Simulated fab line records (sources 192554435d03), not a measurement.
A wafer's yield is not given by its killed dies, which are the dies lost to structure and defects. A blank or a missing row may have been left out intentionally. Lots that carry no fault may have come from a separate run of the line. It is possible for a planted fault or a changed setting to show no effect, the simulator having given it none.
fab line records	flow n5_finfet
[record] lots = 5	wafers = 13	last_day = 17
route steps=1938 shown ILD0@335 SDB@347 BEOL_M4@1111
lots with no fault: from the same line, run without faults
start_h: hours from the record's opening day to when the first of the lot's shown wafers began	wait_h: hours since the lot's step before	" as in the row above	L1.1+2: several wafers, shown together as one row	- value missing, or start not given	* or withheld: withheld	< > ~ a bound
route shown NAME@n: a module of which the file shows steps, and the number in the route of the first	usual: average and standard deviation across the fault-free wafers	same: alike in all rows	chamber/n: place in a boat	sites: per-site readings	_std_site: standard deviation of those values	_edge_site: mean of outer sites minus mean of inner sites	radius_mm: how far each site lies from the wafer's centre	mask NAME#n: copy n	behind: the tool/chamber that last shaped the wafer	hold: the reason the lot was held/the length of the hold in hours/how it ended	device: names the non-switching transistor (n, p or np)	end of line: at the end of the route, the tests of the same wafers	where a step has no rows: the recipe by itself	killed: at the first sort, the dies lost to defects and structure; wafer yield is something else	map: per-die view of a wafer (x killed, . not killed, _ where there is no die)
set.NAME: the setting that was run; set.NAME@STEP: the one run at that earlier step	model.NAME: the simulator's own value behind a step, which no gauge read
lots at selected steps of the route; one table per step, one row per wafer
services: when a tool's chamber went out of use (start_h, in hours from the record's first day, below 0 if earlier), for how many hours, and the reason
[[steps]]
[step N5_ILD0_LINER_00]
[recipe] material = SiNx	target_thk_a = 40	temp_c = 400	ald_precursor_family = SiH2I2	ald_co_reactant = N2/H2-plasma	pulse_time_s = 1	purge_time_s = 2	co_reactant_purge_time_s = 2	ald_cycles = 80	pressure_torr = 2
[step N5_ILD0_FCVD_FILL_01]
[recipe] material = SiO2_flowable	target_thk_a = 2000	temp_c = 100	pressure_torr = 0.8	rf_w = 2000	time_s = 328.3
[step N5_ILD0_CURE_02]
[recipe] temp_c = 450	time_s = 1800	ambient = steam	idle_temp_c = 400	ramp_up_c_per_min = 5	ramp_down_c_per_min = 3	densification_p_h2o_torr = 640
[step N5_ILD0_CMP_03]
[recipe] stop_on = SiNx	t_overpolish_s = 1.9	post_cmp_clean = alkaline_brush	down_force_psi = 4.1491	platen_rpm = 51.796	pad_velocity_m_s = 1.0306	target_thk_nm = 197.38
[step N5_ILD0_CMP_07]
[recipe] stop_on = poly-Si	material = SiO2_flowable	t_overpolish_s = 1.18	post_cmp_clean = alkaline_brush	down_force_psi = 4.1491	platen_rpm = 51.796	pad_velocity_m_s = 1.0306	target_thk_nm = 138.88
[step N5_ILD0_PRECLEAN_10]
[recipe] chemistry = NF3:NH3	afs_cycles = 5	time_s = 20	temp_c = 30	sublimation_temp_c = 180	sublimation_time_s = 60	pressure_torr = 3	rf_power_w = 30
[step N5_ILD0_ALD_15]
[recipe] material = SiNx	target_thk_a = 240	temp_c = 400	ald_precursor_family = SiH2I2	ald_co_reactant = N2/H2-plasma	pulse_time_s = 1	ald_cycles = 480	purge_time_s = 2	co_reactant_purge_time_s = 2	pressure_torr = 2
[step N5_ILD0_CMP_12]
[recipe] stop_on = poly-Si	material = SiNx	t_overpolish_s = 6	post_cmp_clean = alkaline_brush	down_force_psi = 2.5	platen_rpm = 51.8	pad_velocity_m_s = 1.0307	target_thk_nm = 17.67
[step N5_SDB_HM_DEP_00]
[recipe] material = SiNx	target_thk_a = 400	temp_c = 400	precursor = SiH4/NH3/N2	pressure_torr = 1.5	rf_w = 300	time_s = 35.3
[usual] heater_power_w = 829/140	showerhead_plenum_p_Torr = 5.19/0.073	throttle_valve_pct = 40/3.8
lot.wafer	tool	chamber	start_h	wait_h	heater_power_w	showerhead_plenum_p_Torr	throttle_valve_pct	model.SiNx_of_SDB_HM_DEP_00.thk_nm
L226.1	pecvd-03	1	95.69	0.0	906	5.29	42	39.6
L226.4	"	0	"	"	829	5.11	49	41
L226.6	"	1	"	"	876	5.28	42	39.8
L229.2	pecvd-03	0	115.95	0.0	869	5.09	49	41.4
L229.4	"	0	"	"	870	5.09	48	40.6
L229.5	"	1	"	"	881	5.26	42	40.4
L233.2	pecvd-03	0	139.59	0.0	895	5.11	49	41
L233.3	"	1	"	"	903	5.28	42	41.8
L235.1	pecvd-03	0	154.15	0.0	745	5.09	48	40.2
L235.2	"	1	"	"	798	5.28	42	40.8
L238.2	pecvd-04	1	170.28	0.0	721	5.08	43	40
L238.3	"	0	"	"	785	5.13	37	39.8
L238.5	"	2	"	"	631	5.22	37	40.8
[step N5_SDB_COAT_03]
[recipe] resist = SOC	temp_c = 250	time_s = 60	spin_rpm = 1500	resist_thk_nm = 100
[step N5_SDB_COAT_04]
[recipe] resist = SiARC	temp_c = 220	time_s = 60	spin_rpm = 1500	resist_thk_nm = 18
[step N5_SDB_COAT_05]
[recipe] resist = CAR-ArF	spin_rpm = 1500	resist_thk_nm = 90
[step N5_SDB_EBR_07]
[recipe] solvent = PGMEA	ebr_width_mm = 1.5
[step N5_SDB_SOFTBAKE_06]
[recipe] temp_c = 110	time_s = 60	resist = CAR-ArF
[step N5_SDB_EXPOSE_08]
[recipe] mask_id = SDB	na = 1.35	source_shape = conventional	sigma_outer = 0.5	polarization = unpolarized	dose_mj = 49.6
[step N5_SDB_PEB_09]
[recipe] peb_temp_c = withheld	peb_time_s = 60	resist = CAR-ArF
[step N5_SDB_DEVELOP_10]
[recipe] develop_time_s = 30	developer = TMAH	resist = CAR-ArF	rinse_liquid = diw	dry = air_spin	dev_temp_c = 23
[step N5_SDB_DESCUM_16]
[recipe] chemistry = O2	time_s = 7.9	source_power_w = 50	bias_power_w = 20	pressure_mtorr = 20	rf_frequency_hz = 2.712e+07	temp_c = 40	resist = CAR-ArF	o2_flow_sccm = 225
[step N5_SDB_ETCH_17]
[recipe] chemistry = CF4	target = SiARC	target_depth_a = 234	mask_material = CAR-ArF	time_s = 39	ion_energy_ev = 80	pressure_mtorr = 40	source_w = 545	bias_w = 36	Ar_flow_sccm = 100	cf4_flow_sccm = 100	ends = cleared
[step N5_SDB_ETCH_18]
[recipe] chemistry = N2/H2	target = SOC	target_depth_a = 1000	overetch_a = 200	mask_material = SiARC	temp_c = 40	time_s = 150	ion_energy_ev = 200	pressure_mtorr = 30	source_w = 840	bias_w = 150	n2_flow_sccm = 200	h2_flow_sccm = 200
[step N5_SDB_STRIP_19]
[recipe] chemistry = N2/H2	temp_c = 40	n2_flow_sccm = 200	h2_flow_sccm = 200	rf_frequency_hz = 6e+07
[step N5_SDB_STRIP_21]
[recipe] chemistry = CF4	resist = SiARC	power_w = 300	bias_power_w = 75	pressure_mtorr = 50	cf4_flow_sccm = 150	rf_frequency_hz = 6e+07
[step N5_SDB_HM_OPEN_20]
[recipe] chemistry = CH3F/O2	target = SiNx	mask_material = SOC	target_depth_a = 240	stop_on = poly-Si	over_etch_frac = 0.4	ion_energy_ev = 120	pressure_mtorr = 30	source_w = 395	bias_w = 73	Ar_flow_sccm = 150	CH3F_flow_sccm = 30	O2_flow_sccm = 20
[usual] drypump_motor_current_A = 5.7/0.51	oes_product_au = 0.66/0.073	rf_vpp_V = 298/4.4	showerhead_plenum_p_Torr = 2.01/0.071	throttle_valve_pct = 16.33/0.23
lot.wafer	tool	chamber	start_h	wait_h	drypump_motor_current_A	oes_product_au	rf_hours_counter_h	rf_vpp_V	showerhead_plenum_p_Torr	throttle_valve_pct	model.etch.depth_nm
L226.1	rie_diel-04	0	96.46	0.0	4.9	0.68	67	291	1.96	16.35	23.57
L226.4	"	2	"	"	6.8	0.59	-	299	1.99	16.79	24.97
L226.6	"	0	"	"	4.9	0.69	-	291	1.96	16.36	23.76
L229.2	rie_diel-03	3	116.72	0.0	5.7	0.70	71	295	1.95	16.13	25.32
L229.4	"	0	"	"	5.2	0.67	84	299	2.10	16.33	24.59
L229.5	"	2	"	"	5.6	0.73	-	303	1.94	16.32	24.33
L233.2	rie_diel-04	3	140.39	0.0	5.8	0.60	176	294	2.01	16.30	25.07
L233.3	"	1	"	"	5.7	0.65	164	293	1.91	16.01	25.88
L235.1	rie_diel-03	1	154.79	0.0	6.3	0.67	88	303	2.04	16.11	24.1
L235.2	"	0	"	"	5.2	0.67	96	297	2.09	16.33	24.9
L238.2	rie_diel-04	2	171.06	0.0	6.8	0.56	213	298	1.99	16.83	23.95
L238.3	"	3	"	"	5.8	0.58	185	291	2.00	16.31	23.79
L238.5	"	3	"	"	5.8	0.59	-	292	2.00	16.31	24.79
[step N5_SDB_STRIP_22]
[recipe] chemistry = N2/H2	power_w = 1000	temp_c = 250	h2_frac = 0.65	overash_fraction = 0.3	pressure_mtorr = withheld	n2_flow_sccm = 1750	h2_flow_sccm = 3250
[step N5_SDB_PRECLEAN_23]
[recipe] chemistry = dHF	time_s = 30	temp_c = 25	dilution = withheld
[step N5_SDB_DUMMY_REMOVE_24]
[recipe] chemistry = TMAH	temp_c = 70	target = poly-Si	stop_on = SiO2	target_depth_nm = 142	conc_wt_pct = 5	time_s = 57	dry = ipa_marangoni	rinse_time_s = 30	rinse_temp_c = 23
[step N5_SDB_ETCH_25]
[recipe] chemistry = C4F6/O2	target = SiO2	target_depth_a = 100	time_s = 3.3	ion_energy_ev = 250	mask_material = SiNx	pressure_mtorr = 30	source_w = 345	bias_w = 185	Ar_flow_sccm = 300	C4F6_flow_sccm = 10	O2_flow_sccm = 10
[step N5_SDB_CUT_ETCH_26]
[recipe] chemistry = HBr/Cl2/O2	target = Si	target_depth_a = 1296	bt_time_s = 20	mask_material = SiNx	time_s = 51.8	ion_energy_ev = *	bias_w = *	pressure_mtorr = 10	icp_w = 800	HBr_flow_sccm = 150	Cl2_flow_sccm = 80	O2_flow_sccm = 12
[step N5_SDB_PRECLEAN_38]
[recipe] chemistry = dHF	time_s = 10	dilution = 750:1	temp_c = 25
lot.wafer	tool	chamber	start_h	wait_h	model.SiNx_of_SDB_HM_DEP_00.thk_nm
L226.1	wet_bench-02	2	96.96	0.1	21.6
L226.4	"	1	"	"	22.6
L226.6	"	4	"	"	21.4
L229.2	wet_bench-05	5	117.22	0.1	23.2
L229.4	"	2	"	"	22.8
L229.5	"	4	"	"	22
L233.2	wet_bench-01	7	140.89	0.1	22.8
L233.3	"	0	"	"	23.4
L235.1	wet_bench-05	0	155.29	0.1	22.2
L235.2	"	7	"	"	22.6
L238.2	wet_bench-01	5	171.57	0.1	21.6
L238.3	"	7	"	"	21.4
L238.5	"	4	"	"	22.8
[step N5_SDB_PRECLEAN_39]
[recipe] chemistry = O3/DIW	time_s = 45	temp_c = 22	o3_ppm = 10
[step N5_BEOL_M4_RC_MEAS_101]
[usual] DIBL_N = 36.0/2.2	DIBL_P = 36.2/2.4	IOFF_N = 0.16/0.035	IOFF_P = 0.21/0.037	ION_N = 672/13	ION_P = 461/7	SS_N = 71.4/0.69	SS_P = 73.2/0.75	VT_N = 250/3.4	VT_P = -251/3
lot.wafer	tool	chamber	start_h	wait_h	DIBL_N[mV/V]	DIBL_P[mV/V]	IOFF_N[nA/um]	IOFF_P[nA/um]	ION_N[uA/um]	ION_P[uA/um]	SS_N[mV/dec]	SS_P[mV/dec]	VT_N[mV]	VT_P[mV]
L226.1	prober-02	0	236.73	0.0	33.1	33.9	0.11	0.17	653	452	70.3	72.8	258	-255
L226.4	"	0	"	"	36.9	37.4	0.19	0.23	678	466	72.1	73.7	248	-249
L226.6	"	0	"	"	37.6	38.0	0.20	0.24	668	458	72.4	74.2	249	-250
L229.2	prober-01	0	240.85	0.2	36.1	36.7	0.15	0.19	676	460	71.7	73.5	249	-252
L229.4	"	0	"	"	35.8	36.0	0.15	0.18	647	445	72.5	73.0	253	-253
L229.5	"	0	"	"	37.6	37.9	0.18	0.22	682	462	71.8	73.2	248	-251
L233.2	prober-02	0	271.29	0.2	37.4	36.5	0.17	0.20	677	461	70.9	73.8	249	-253
L233.3	"	0	"	"	36.3	35.0	0.14	0.18	668	459	71.7	72.9	252	-254
L235.1	prober-02	0	302.11	0.0	34.2	34.2	0.13	0.17	652	448	71.5	73.1	256	-253
L235.2	"	0	"	"	35.6	36.1	0.14	0.20	653	454	71.3	73.6	252	-253
L238.2	prober-01	0	302.81	0.2	33.9	33.1	0.11	0.17	657	458	70.2	72.8	253	-254
L238.3	"	0	"	"	36.3	35.1	0.14	0.19	669	457	71.1	73.5	251	-251
L238.5	"	0	"	"	34.0	33.0	0.11	0.16	649	454	70.1	72.9	253	-253
[[services]]
tool	chamber	start_h	hours	kind
rie_diel-03	0	72.76	9.1	repair
pecvd-04	1	76.48	2.1	scheduled_down
pecvd-04	-	90.71	2.8	pm
wet_bench-02	-	108.35	2.2	repair
wet_bench-02	-	113.50	1.1	repair
pecvd-03	1	140.91	3.5	repair
rie_diel-04	2	142.43	9.2	repair
wet_bench-02	-	166.05	1.9	pm
rie_diel-04	3	166.11	2.1	repair
[[key]]
first_sign none at tools or gauges
[model_effect] step = N5_SDB_HM_DEP_00	value = SiNx_of_SDB_HM_DEP_00.thk_nm	without = 39.8	struck = 41.25
[model_effect] step = N5_SDB_HM_OPEN_20	value = etch.depth_nm	without = 23.83	struck = 25.29
[model_effect] step = N5_SDB_PRECLEAN_38	value = SiNx_of_SDB_HM_DEP_00.thk_nm	without = 21.55	struck = 23
met_at N5_SDB_HM_DEP_00
struck_wafers L229.2,L233.2,L233.3,L235.2
onset_between 95.69 115.95
[fault] kind = process_parameter_drift	tool = pecvd-03	chamber = -	onset_h = 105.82	steps = N5_SDB_HM_DEP_00	channel = time_s	offset = *	shape = step	end_h = 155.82	scope = struck_wafers_only	acts_in = *	stated = *
